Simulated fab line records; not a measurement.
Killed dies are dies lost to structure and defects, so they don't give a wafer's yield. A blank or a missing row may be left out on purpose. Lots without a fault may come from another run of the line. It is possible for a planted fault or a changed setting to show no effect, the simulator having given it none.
What tool caused it? ; flow n5Finfet ; Sampling: 12 lots, 36 wafers, 6 of 1938 route steps

WHAT EACH GAUGE READ, for each wafer
N5_BEOL_M3_CD_MEAS_18: pitch 36 nm, target cd 18 nm.
lot;measured;on;cdNm (nm)
L076;day 7 10:06;cdSem-03;18.3 17.7 18.1
L077;day 8 08:25;cdSem-01;17.4 18.3 18.2
L078;day 8 15:10;cdSem-02;18.0 17.6 17.4
L081;day 8 20:58;cdSem-03;18.7 18.6 17.5
L083;day 9 01:06;cdSem-03;18.0 18.3 18.4
L085;day 9 18:32;cdSem-01;18.6 18.6 18.0
L087;day 10 11:39;cdSem-01;18.5 18.1 18.3
L089;day 10 23:10;cdSem-03;17.8 17.5 17.9
L091;day 11 00:23;cdSem-03;17.7 18.1 18.7
L093;day 11 18:59;cdSem-01;18.4 18.3 18.2
L095;day 12 05:04;cdSem-01;18.0 18.3 18.2
L097;day 12 19:50;cdSem-01;18.2 17.4 18.1

EACH LOT AND THE TOOL THAT RAN IT (in order: tool; ch and the chambers of the sampled wafers; start)
lot;N5_BEOL_M2_VIA_ETCH_34;N5_BEOL_M2_SURFACE_TREAT_85;N5_BEOL_M2_SPUTTER_48;N5_BEOL_M3_PECVD_72;N5_BEOL_M3_ETCH_74
L076;rieDiel-03 ch 2,3, day 7 03:50;pvdSputter-02, day 7 05:04;pvdSputter-02, day 7 05:28;pecvd-02 ch 1,2, day 7 08:37;rieDiel-01 ch 0,3, day 7 09:42
L077;rieDiel-05 ch 0,1,2, day 7 22:34;pvdSputter-01, day 8 00:17;pvdSputter-01, day 8 00:33;pecvd-01 ch 0,2, day 8 07:16;rieDiel-04 ch 0,2,3, day 8 08:02
L078;rieDiel-05 ch 1,3, day 8 07:07;pvdSputter-03, day 8 08:32;pvdSputter-03, day 8 09:01;pecvd-02 ch 0,1,2, day 8 12:02;rieDiel-01 ch 0,2,3, day 8 14:46
L081;rieDiel-05 ch 0,3, day 8 13:55;pvdSputter-01, day 8 15:16;pvdSputter-01, day 8 15:31;pecvd-01 ch 0,1,2, day 8 18:30;rieDiel-02 ch 2,3, day 8 20:35
L083;rieDiel-03 ch 0,2,3, day 8 18:04;pvdSputter-02, day 8 19:08;pvdSputter-02, day 8 19:47;pecvd-02 ch 0,1,2, day 8 23:05;rieDiel-04 ch 0,3, day 9 00:41
L085;rieDiel-06 ch 0,1,3, day 9 10:29;pvdSputter-03, day 9 11:54;pvdSputter-01, day 9 12:10;pecvd-02 ch 0,2, day 9 15:44;rieDiel-02 ch 0,1,3, day 9 18:08
L087;rieDiel-06 ch 1,2,3, day 10 04:23;pvdSputter-03, day 10 05:32;pvdSputter-03, day 10 05:54;pecvd-03 ch 0,1,2, day 10 09:04;rieDiel-04 ch 0,3, day 10 11:15
L089;rieDiel-06 ch 2,3, day 10 15:49;pvdSputter-01, day 10 16:48;pvdSputter-02, day 10 17:17;pecvd-02 ch 0,1,2, day 10 20:22;rieDiel-04 ch 0,3, day 10 22:46
L091;rieDiel-05 ch 0,1,2, day 10 18:42;pvdSputter-02, day 10 19:48;pvdSputter-02, day 10 20:10;pecvd-01 ch 0,1, day 10 23:19;rieDiel-02 ch 1,2,3, day 11 00:00
L093;rieDiel-06 ch 0,2, day 11 10:34;pvdSputter-02, day 11 12:05;pvdSputter-02, day 11 12:26;pecvd-01 ch 0,1, day 11 15:26;rieDiel-02 ch 0,2,3, day 11 18:35
L095;rieDiel-03 ch 0,2, day 11 21:04;pvdSputter-02, day 11 23:43;pvdSputter-01, day 11 23:58;pecvd-01 ch 0,1, day 12 02:57;rieDiel-04 ch 0,1, day 12 04:40
L097;rieDiel-03 ch 2,3, day 12 13:26;pvdSputter-01, day 12 14:38;pvdSputter-02, day 12 14:58;pecvd-02 ch 0,1, day 12 17:56;rieDiel-02 ch 0,1,3, day 12 19:26
- N5_BEOL_M2_VIA_ETCH_34: etches the open film in C4F6/O2, target depth 69.4 nm, time 65.9 s.
- N5_BEOL_M2_SURFACE_TREAT_85
- N5_BEOL_M2_SPUTTER_48: material Cu, target thk 4.5 nm, time 8.29 s.
- N5_BEOL_M3_PECVD_72: deposits SiO2 from TEOS/O2, target thk 16 nm, time 18 s.
- N5_BEOL_M3_ETCH_74: etches underlayer in N2/H2, target depth 6.5 nm, time 5.2 s.

THE ANSWER, worked out from the rows above alone
Rule: usual is defined by the lots themselves. Put in order of their means at a reading, lots are off if they are a third of the lots or fewer, leave a main group of 4 or more, and stand apart from it by a gap of 3 or more times the standard deviation of the main group's means; of several such gaps the widest counts. The tables above print the reading to a certain number of digits; a main group whose means all agree to those digits is not used. A lot without any number at a reading at which 4 lots or more have one is off too. Where the step has rows for the other lots, those lots are counted as sound.
None of the lots is off at any reading shown; this tells nothing.

WHAT WAS PUT IN BY THE SIMULATOR
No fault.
